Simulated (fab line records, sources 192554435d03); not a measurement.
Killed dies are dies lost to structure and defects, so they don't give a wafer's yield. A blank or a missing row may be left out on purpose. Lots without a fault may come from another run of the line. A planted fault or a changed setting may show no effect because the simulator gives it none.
Which tool did it? | flow n5_finfet | 12 lots, 36 wafers sampled, at 2 steps of a route of 1938

WHAT THE GAUGES READ, wafer by wafer
N5_BEOL_M1_THK_MEAS_01.
lot  | measured     | on            | M1_ILD_THK (nm)
L075 | day 6 11:58  | film_metro-02 | 77.1 79.7 76.9
L077 | day 6 21:19  | film_metro-02 | 77.5 80.1 79.3
L079 | day 7 04:56  | film_metro-01 | 79.5 77.6 77.7
L081 | day 7 18:02  | film_metro-01 | 77.4 79.7 79.7
L083 | day 8 04:46  | film_metro-01 | 78.1 80.4 79.4
L085 | day 9 01:46  | film_metro-02 | 77.4 78.8 78.7
L087 | day 9 06:38  | film_metro-01 | 78.5 80.8 79.6
L089 | day 9 20:31  | film_metro-01 | 79.0 79.4 78.9
L091 | day 10 05:23 | film_metro-01 | 77.8 80.7 78.6
L093 | day 10 16:56 | film_metro-01 | 79.6 79.8 77.6
L095 | day 11 08:46 | film_metro-01 | 78.7 78.5 80.9
L096 | day 11 18:41 | film_metro-02 | 78.0 80.6 80.8

WHICH TOOL RAN EACH LOT (tool, then ch and the chambers of the sampled wafers, then the start)
lot  | N5_BEOL_M1_ILD_DEP_00
L075 | pecvd-03 ch 0,1,2, day 6 11:54
L077 | pecvd-03 ch 0,1,2, day 6 21:15
L079 | pecvd-01 ch 1,2, day 7 04:51
L081 | pecvd-02 ch 0,2, day 7 17:56
L083 | pecvd-01 ch 0,1,2, day 8 04:41
L085 | pecvd-01 ch 0,1, day 9 01:41
L087 | pecvd-01 ch 0,1, day 9 06:33
L089 | pecvd-01 ch 0,1, day 9 20:27
L091 | pecvd-01 ch 0,1, day 10 05:17
L093 | pecvd-01 ch 0,1,2, day 10 16:52
L095 | pecvd-03 ch 0,1, day 11 08:42
L096 | pecvd-03 ch 0,1,2, day 11 18:37
- N5_BEOL_M1_ILD_DEP_00: deposits SiOC from DEMS/O2, target thk 79 nm, time 15.3 s.

THE ANSWER, worked out from the rows above alone
Rule: what is usual is taken from the lots themselves. Put in order of their means at a reading, lots are off if they are a third of the lots or fewer, leave a main group of 4 or more, and stand apart from it by a gap of 3 or more times the standard deviation of the main group's means; of several such gaps the widest counts. A main group whose means are all the same, to the digits that the tables above print for the reading, isn't used. A lot without any number at a reading at which 4 lots or more have one is off too. The other lots that the step has rows for count as sound.
No lot is off at any reading shown: from this, nothing can be told.

WHAT THE SIMULATOR HAD PUT IN
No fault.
